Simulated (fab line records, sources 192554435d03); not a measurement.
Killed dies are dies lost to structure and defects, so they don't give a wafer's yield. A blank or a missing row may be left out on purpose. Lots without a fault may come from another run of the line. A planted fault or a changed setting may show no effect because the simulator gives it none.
Which tool did it? | flow n5_finfet | 10 lots, 30 wafers sampled, at 2 steps of a route of 1938

WHAT THE GAUGES READ, wafer by wafer
N5_PASSIVATION_CD_MEAS_10: target cd 3000 nm.
lot  | measured     | on        | cd_nm (nm)
L672 | day 12 01:41 | cd_sem-02 | 2998.6 3000.0 2998.7
L676 | day 12 13:02 | cd_sem-02 | 3001.1 3002.0 3001.7
L674 | day 12 12:53 | cd_sem-02 | 2999.5 3000.7 3002.6
L677 | day 13 12:50 | cd_sem-03 | 2997.2 2998.7 3001.4
L683 | day 14 13:15 | cd_sem-03 | 3000.9 2998.4 2998.8
L685 | day 15 09:56 | cd_sem-03 | 3002.7 3003.4 3001.6
L684 | day 15 11:56 | cd_sem-01 | 2998.9 2999.6 2999.3
L690 | day 16 02:19 | cd_sem-01 | 3001.1 3004.3 3003.6
L691 | day 16 19:53 | cd_sem-02 | 2996.5 2999.2 2999.2
L694 | day 17 11:47 | cd_sem-01 | 3000.0 3003.4 2998.8

WHICH TOOL RAN EACH LOT (tool, then ch and the chambers of the sampled wafers, then the start)
lot  | N5_MIM_BOT_ETCH_STRIP_01
L672 | rie_diel-01 ch 0,1, day 12 00:43
L676 | rie_diel-01 ch 0,1,2, day 12 08:49
L674 | rie_diel-01 ch 0,1,2, day 12 11:13
L677 | rie_diel-06 ch 1,2,3, day 13 11:49
L683 | rie_diel-03 ch 1,2, day 14 11:58
L685 | rie_diel-03 ch 0,1,3, day 15 08:55
L684 | rie_diel-03 ch 0,3, day 15 09:36
L690 | rie_diel-06 ch 1,2,3, day 16 01:20
L691 | rie_diel-06 ch 0,1,3, day 16 16:32
L694 | rie_diel-06 ch 0,2, day 17 10:08
- N5_MIM_BOT_ETCH_STRIP_01: strips in O2.

THE ANSWER, worked out from the rows above alone
Rule: what is usual is taken from the lots themselves. Put in order of their means at a reading, lots are off if they are a third of the lots or fewer, leave a main group of 4 or more, and stand apart from it by a gap of 3 or more times the standard deviation of the main group's means; of several such gaps the widest counts. A main group whose means are all the same, to the digits that the tables above print for the reading, isn't used. A lot without any number at a reading at which 4 lots or more have one is off too. The other lots that the step has rows for count as sound.
No lot is off at any reading shown: from this, nothing can be told.

WHAT THE SIMULATOR HAD PUT IN
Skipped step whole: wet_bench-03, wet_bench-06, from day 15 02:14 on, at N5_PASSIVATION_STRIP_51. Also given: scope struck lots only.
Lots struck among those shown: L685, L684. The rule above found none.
